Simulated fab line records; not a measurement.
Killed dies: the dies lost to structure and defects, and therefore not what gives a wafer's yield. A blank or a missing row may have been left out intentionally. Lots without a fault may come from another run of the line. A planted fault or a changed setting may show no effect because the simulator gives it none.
Chamber matching | flow n5_finfet | N5_MOL_CONTACT_COAG_STRIP_96 on rie_diel-03 has 4 sister chambers
The step strips in N2/H2. 16 wafers are shown with their chamber, then 8 later ones without.

## EACH WAFER AND ITS CHAMBER
wafer  | chamber | drypump_motor_current_A (A) | throttle_valve_pct (%) | showerhead_plenum_p_Torr (Torr)
L074.2 | 1       | 5.1                         | 19.4                   | 3.42
L074.5 | 1       | 5.1                         | 19.4                   | 3.42
L074.6 | 0       | 6.4                         | 18.6                   | 3.34
L075.2 | 0       | 6.4                         | 18.6                   | 3.34
L075.5 | 2       | 5.6                         | 18.3                   | 3.44
L075.6 | 3       | 5.4                         | 19.3                   | 3.34
L076.1 | 2       | 5.6                         | 18.3                   | 3.44
L076.4 | 3       | 5.4                         | 19.2                   | 3.34
L076.6 | 1       | 5.1                         | 19.4                   | 3.42
L078.1 | 2       | 5.7                         | 18.3                   | 3.43
L078.2 | 0       | 6.4                         | 18.6                   | 3.34
L078.3 | 3       | 5.4                         | 19.2                   | 3.34
L086.3 | 3       | 5.4                         | 19.3                   | 3.33
L086.4 | 1       | 5.1                         | 19.1                   | 3.41
L086.6 | 2       | 5.7                         | 18.3                   | 3.42
L088.1 | 0       | 6.4                         | 18.6                   | 3.32

SIGNATURES (means of the wafers above)
reading                  | chamber 0 | chamber 1 | chamber 2 | chamber 3 | scatter within a chamber
drypump_motor_current_A  | 6.400     | 5.100     | 5.650     | 5.400     | 0.0289
throttle_valve_pct       | 18.600    | 19.325    | 18.300    | 19.250    | 0.0804
showerhead_plenum_p_Torr | 3.3350    | 3.4175    | 3.4325    | 3.3375    | 0.00777
Rule: a wafer lies at a distance from a chamber equal to the root of the sum of squares, over the readings, of (its reading less the chamber's mean, divided by the reading's scatter). The wafer belongs to the nearest chamber; if the next one is less than 2 further off, it can't be placed. How the scatter is found: for the shown wafers, subtract from each reading the mean of its chamber, square and add these, divide the total by (wafers less chambers), then take the root.

## WAFERS MISSING THEIR CHAMBER
wafer  | drypump_motor_current_A (A) | throttle_valve_pct (%) | showerhead_plenum_p_Torr (Torr)
L088.4 | 5.5                         | 19.3                   | 3.33
L088.5 | 5.1                         | 19.1                   | 3.41
L089.2 | 6.4                         | 18.6                   | 3.32
L089.4 | 5.4                         | 19.3                   | 3.33
L089.6 | 6.4                         | 18.6                   | 3.32
L093.2 | 6.4                         | 18.7                   | 3.32
L093.3 | 5.7                         | 18.3                   | 3.42
L093.5 | 6.4                         | 18.6                   | 3.32

## WHICH CHAMBER EACH WENT THROUGH
wafer  | from the rows above | in truth
L088.4 | 3                   | 3
L088.5 | 1                   | 1
L089.2 | 0                   | 0
L089.4 | 3                   | 3
L089.6 | 0                   | 0
L093.2 | 0                   | 0
L093.3 | 2                   | 2
L093.5 | 0                   | 0
8 of 8 placed correctly. Left unplaced by these rows: 0. Number placed wrongly: 0.
